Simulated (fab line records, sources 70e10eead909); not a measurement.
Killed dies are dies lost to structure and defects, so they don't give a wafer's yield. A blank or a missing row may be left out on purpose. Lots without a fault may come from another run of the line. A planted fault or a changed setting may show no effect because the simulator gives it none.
fab line records | flow nand_harc | part 2 of 2: steps 5 to 6 of 6
record lots=21 wafers=63 last_day=26
route steps=1159 shown A_STAIRCASE@698 A_SLIT@796
lots that met no fault: from a run of the same line without faults
start_h: hours from the record's first day to the start of the lot's first wafer shown | wait_h: hours since the lot's step before | " the same as in the row above | L1.1+2: a row that stands for several wafers | - no value, or no start given | * or withheld: withheld | < > ~ a bound
route shown NAME@n: a module of which the file shows steps, and the number in the route of the first | usual: mean/standard deviation of fault-free wafers | same: alike in all rows | chamber/n: place in a boat | sites: the reading at each site | _std_site: their standard deviation | _edge_site: outer sites' mean less inner sites' | radius_mm: how far each site lies from the wafer's centre | mask NAME#n: copy n | behind: the tool/chamber that last shaped the wafer | hold: why the lot was held/for how many hours/how that ended | device: the transistor (n, p or np) that didn't switch | end of line: the same wafers' tests at the end of the route | a step without rows: its recipe alone | killed: dies lost to structure and defects at the first sort, not the wafer's yield | map: a wafer's dies, x killed, . not, _ none there
set.NAME: the setting as run; set.NAME@STEP: as run at that earlier step | model.NAME: the simulator's own value behind a step, which no gauge read
steps of the route over a sample of lots; a table a step, a row a wafer
services: from which hour (start_h, from the record's first day; less than 0 if before it) a tool's chamber was out of use, for how many hours, and why
## steps
# step NHARC_A_SLIT_ETCH_17
# recipe bias_v=900 source_w=withheld pressure_mtorr=20 ar_flow_sccm=375 c4f8_flow_sccm=83.3 o2_flow_sccm=41.7 time_s=1687.5 target_depth_a=1.01e+05 chemistry=C4F8/O2/Ar
# usual drypump_motor_current_A=5.6/0.39 he_backside_leak_sccm=5.6/0.35 showerhead_plenum_p_Torr=3.70/0.11 throttle_valve_pct=32.046/0.0089
# columns lot.wafer tool chamber start_h wait_h drypump_motor_current_A he_backside_leak_sccm rf_hours_counter_h showerhead_plenum_p_Torr throttle_valve_pct
L076.2 har_etch-02 1 328.39 - 5.4 5.8 183 3.60 32.050
L076.1 " 0 " " 5.9 5.5 183 3.84 32.065
L076.4 " 0 " " 5.9 5.6 - 3.84 32.031
L075.4 har_etch-01 1 328.64 - 4.9 5.0 - 3.64 32.029
L075.3 " 0 " " 6.0 5.3 - 3.80 32.074
L075.6 " 0 " " 6.0 5.0 - 3.80 32.040
L077.1 har_etch-01 1 329.81 - 4.9 5.1 6 3.63 32.045
L077.2 " 0 " " 6.1 5.2 6 3.80 32.042
L077.3 " 1 " " 4.9 5.0 - 3.63 32.049
L079.1 har_etch-01 0 336.18 - 6.0 5.0 7 3.80 32.047
L079.2 " 1 " " 4.9 5.0 7 3.63 32.057
L079.4 " 0 " " 6.0 5.3 - 3.80 32.046
L074.2 har_etch-02 0 336.24 - 5.9 5.8 184 3.84 32.057
L074.5 " 1 " " 5.4 5.6 - 3.60 32.040
L074.6 " 0 " " 5.9 5.9 - 3.84 32.055
L078.2 har_etch-02 1 337.90 - 5.4 5.8 186 3.60 32.040
L078.4 " 1 " " 5.4 5.8 - 3.60 32.050
L078.6 " 0 " " 5.9 5.9 - 3.83 32.042
L082.2 har_etch-02 0 371.89 - 5.9 5.6 195 3.83 32.036
L082.1 " 1 " " 5.4 5.5 195 3.60 32.049
L082.3 " 1 " " 5.4 5.4 - 3.60 32.050
L081.4 har_etch-01 0 372.93 - 6.0 5.2 - 3.79 32.033
L081.3 " 1 " " 4.9 5.1 - 3.63 32.052
L081.6 " 0 " " 6.0 5.3 - 3.79 32.055
L084.2 har_etch-02 0 383.61 - 5.9 5.8 204 3.82 32.040
L084.3 " 1 " " 5.4 5.9 - 3.59 32.043
L084.5 " 1 " " 5.4 5.8 - 3.59 32.037
L080.1 har_etch-02 0 385.28 - 5.9 6.0 206 3.82 32.057
L080.2 " 1 " " 5.4 5.8 206 3.59 32.046
L080.4 " 1 " " 5.4 5.8 - 3.59 32.051
L083.4 har_etch-01 0 385.61 - 6.1 5.3 - 3.78 32.032
L083.5 " 1 " " 4.9 5.1 - 3.62 32.049
L083.6 " 0 " " 6.0 5.2 - 3.78 32.055
L088.1 har_etch-02 0 388.59 - 5.9 6.0 207 3.82 32.046
L088.6 " 1 " " 5.4 5.5 - 3.59 32.041
L088.5 " 0 " " 5.9 6.1 - 3.82 32.050
L085.4 har_etch-02 0 390.48 - 5.9 5.9 - 3.82 32.050
L085.6 " 0 " " 5.9 5.9 - 3.82 32.046
L085.5 " 1 " " 5.4 5.9 - 3.59 32.045
L087.3 har_etch-02 1 403.35 - 5.4 5.7 - 3.59 32.038
L087.4 " 0 " " 5.9 5.9 - 3.82 32.040
L087.5 " 1 " " 5.4 5.8 - 3.59 32.050
L089.2 har_etch-01 1 408.72 - 4.9 5.2 39 3.62 32.049
L089.3 " 0 " " 6.1 5.1 - 3.78 32.050
L089.5 " 1 " " 4.9 5.0 - 3.62 32.050
L090.4 har_etch-02 0 408.77 - 5.9 6.0 - 3.82 32.051
L090.3 " 1 " " 5.4 5.7 - 3.59 32.034
L090.5 " 1 " " 5.4 5.8 - 3.59 32.029
L092.1 har_etch-02 0 422.71 - 5.9 5.9 223 3.81 32.041
L092.5 " 0 " " 5.9 5.6 - 3.81 32.030
L092.6 " 1 " " 5.4 5.5 - 3.58 32.056
L093.1 har_etch-02 1 424.58 - 5.4 5.9 224 3.58 32.047
L093.3 " 0 " " 5.9 5.8 - 3.81 32.046
L093.5 " 1 " " 5.4 5.5 - 3.58 32.060
L094.4 har_etch-01 1 445.60 - 4.9 5.0 - 3.61 32.031
L094.3 " 0 " " 6.0 5.1 - 3.77 32.040
L094.5 " 0 " " 6.0 5.2 - 3.77 32.042
L095.2 har_etch-01 0 447.99 - 6.0 5.1 54 3.77 32.046
L095.1 " 1 " " 4.9 5.1 54 3.61 32.061
L095.5 " 1 " " 4.9 5.2 - 3.61 32.040
L097.2 har_etch-02 0 460.59 - 5.9 6.0 240 3.80 32.050
L097.3 " 0 " " 5.9 5.8 - 3.80 32.052
L097.6 " 1 " " 5.4 6.0 - 3.57 32.041
# step NHARC_A_SLIT_ETCH_29
# recipe target_depth_a=1000 overetch_a=100 time_s=55 ion_energy_ev=100 cf4_flow_sccm=80 o2_flow_sccm=20 ar_flow_sccm=0 rf_w=300 bias_w=100 chemistry=CF4/O2
# usual drypump_motor_current_A=5.6/0.42 oes_product_au=1.000/0.0089 rf_vpp_V=197.4/1.3 showerhead_plenum_p_Torr=1.31/0.052 throttle_valve_pct=13.397/0.0095
# columns lot.wafer tool chamber start_h wait_h drypump_motor_current_A oes_product_au rf_hours_counter_h rf_vpp_V showerhead_plenum_p_Torr throttle_valve_pct
L075.3 rie_diel-11 2 330.25 0.1 5.0 0.996 10 198.2 1.35 13.404
L075.4 " 3 " " 5.6 1.019 8 196.3 1.29 13.402
L075.6 " 1 " " 5.3 0.993 - 198.4 1.36 13.390
L076.1 rie_diel-12 0 330.51 0.1 6.4 0.999 10 197.0 1.27 13.392
L076.2 " 1 " " 5.9 1.008 8 197.3 1.40 13.414
L076.4 " 3 " " 6.1 1.003 10 196.3 1.25 13.378
L077.2 rie_diel-11 2 331.94 0.1 5.0 1.011 10 198.6 1.35 13.413
L077.1 " 3 " " 5.6 1.013 8 197.0 1.29 13.394
L077.3 " 0 " " 5.7 0.989 8 196.1 1.27 13.398
L074.2 rie_diel-11 2 338.08 0.1 5.0 1.010 10 197.5 1.35 13.410
L074.5 " 2 " " 5.0 1.013 - 198.2 1.35 13.407
L074.6 " 3 " " 5.6 1.020 - 197.3 1.29 13.394
L079.1 rie_diel-12 3 338.28 0.1 6.1 1.000 11 195.5 1.25 13.409
L079.2 " 0 " " 6.4 1.006 11 196.6 1.27 13.387
L079.4 " 2 " " 5.9 0.994 - 197.9 1.36 13.406
L078.4 rie_diel-03 2 339.77 0.1 5.4 0.998 8 199.7 1.40 13.396
L078.2 " 3 " " 5.6 0.992 9 199.4 1.40 13.407
L078.6 " 2 " " 5.4 1.010 - 199.8 1.40 13.406
L082.3 rie_diel-03 3 374.00 0.1 5.6 0.995 11 198.8 1.40 13.401
L082.2 " 0 " " 5.1 1.002 11 196.5 1.29 13.381
L082.1 " 1 " " 6.0 0.998 11 196.2 1.24 13.386
L081.4 rie_diel-12 3 374.55 0.1 6.1 0.990 13 196.0 1.25 13.402
L081.3 " 0 " " 6.4 0.999 13 196.7 1.26 13.390
L081.6 " 2 " " 6.0 0.995 - 198.5 1.36 13.395
L084.3 rie_diel-11 0 385.71 0.1 5.7 0.999 0 197.3 1.27 13.399
L084.2 " 1 " " 5.3 0.996 0 199.4 1.36 13.397
L084.5 " 1 " " 5.3 0.990 - 197.6 1.36 13.397
L083.4 rie_diel-11 3 386.98 0.1 5.6 1.004 0 196.8 1.29 13.400
L083.6 " 2 " " 5.0 1.002 - 198.7 1.35 13.398
L083.5 " 3 " " 5.6 1.002 - 197.3 1.29 13.401
L080.1 rie_diel-03 0 387.39 0.1 5.1 0.988 13 196.8 1.29 13.394
L080.2 " 2 " " 5.4 1.007 13 198.5 1.40 13.385
L080.4 " 3 " " 5.6 0.992 13 198.1 1.40 13.399
L088.1 rie_diel-11 3 390.41 0.1 5.6 1.004 1 197.3 1.29 13.399
L088.5 " 3 " " 5.6 1.009 - 196.6 1.29 13.421
L088.6 " 0 " " 5.7 1.000 - 195.8 1.27 13.384
L085.4 rie_diel-03 0 392.09 0.1 5.1 0.989 13 196.7 1.29 13.410
L085.6 " 0 " " 5.1 0.984 - 195.4 1.29 13.413
L085.5 " 1 " " 6.0 1.003 - 194.9 1.24 13.393
L087.4 rie_diel-11 1 404.97 0.1 5.3 0.998 1 198.5 1.36 13.405
L087.3 " 3 " " 5.6 1.007 1 197.1 1.29 13.400
L087.5 " 1 " " 5.3 0.988 - 196.8 1.36 13.416
L090.3 rie_diel-12 0 410.39 0.1 6.4 1.006 2 196.5 1.26 13.399
L090.4 " 2 " " 5.9 1.006 1 198.6 1.36 13.399
L090.5 " 1 " " 5.9 1.001 - 198.2 1.40 13.386
L089.2 rie_diel-11 3 410.58 0.1 5.6 0.999 2 196.9 1.29 13.397
L089.3 " 0 " " 5.7 1.013 2 196.6 1.27 13.394
L089.5 " 2 " " 5.0 1.001 - 197.0 1.34 13.387
L092.1 rie_diel-03 2 424.79 0.1 5.4 0.998 2 199.4 1.40 13.412
L092.6 " 0 " " 5.1 1.015 - 196.1 1.29 13.393
L092.5 " 1 " " 6.0 1.005 - 194.7 1.24 13.399
L093.3 rie_diel-11 0 426.45 0.1 5.7 0.998 4 197.1 1.27 13.411
L093.1 " 2 " " 5.0 1.007 3 198.0 1.34 13.407
L093.5 " 0 " " 5.7 1.009 - 197.1 1.27 13.399
L094.3 rie_diel-12 3 447.19 0.1 6.1 1.002 4 195.9 1.25 13.392
L094.4 " 1 " " 5.9 0.997 4 200.4 1.40 13.388
L094.5 " 0 " " 6.4 1.002 - 196.7 1.26 13.395
L095.2 rie_diel-11 0 450.10 0.1 5.7 0.995 5 198.4 1.27 13.389
L095.1 " 2 " " 5.0 1.012 5 198.5 1.34 13.395
L095.5 " 3 " " 5.6 1.006 - 196.4 1.29 13.404
L097.2 rie_diel-12 3 462.45 0.1 6.1 1.008 5 195.5 1.25 13.393
L097.3 " 0 " " 6.3 0.993 5 195.6 1.26 13.407
L097.6 " 0 " " 6.4 0.992 - 196.2 1.26 13.409
## services
# columns tool chamber start_h hours kind
rie_diel-09 - 254.22 9.0 pm
rie_diel-11 1 265.13 8.5 repair
rie_diel-11 - 273.24 0.6 repair
ald_hk-02 - 275.59 1.9 repair
rie_diel-13 - 276.17 9.0 pm
ald_hk-02 - 280.00 10.0 pm
har_etch-01 - 306.47 17.0 pm
rie_diel-11 3 311.64 14.3 repair
har_etch-02 - 318.73 1.7 repair
rie_diel-05 - 340.63 9.0 pm
rie_diel-09 0 353.62 40.8 repair
rie_diel-09 2 354.77 10.6 repair
rie_diel-09 2 366.19 2.7 repair
rie_diel-11 - 366.50 9.0 pm
ald_hk-04 - 369.38 10.0 pm
rie_diel-11 - 377.51 3.7 repair
rie_diel-05 0 384.98 7.7 repair
rie_diel-05 3 385.22 1.5 repair
rie_diel-09 - 431.95 9.0 pm
rie_diel-13 0 441.82 5.4 repair
rie_diel-05 - 444.68 0.8 repair
rie_diel-11 1 452.84 6.7 repair
rie_diel-13 - 453.17 9.0 pm
ald_hk-02 - 458.00 10.0 pm
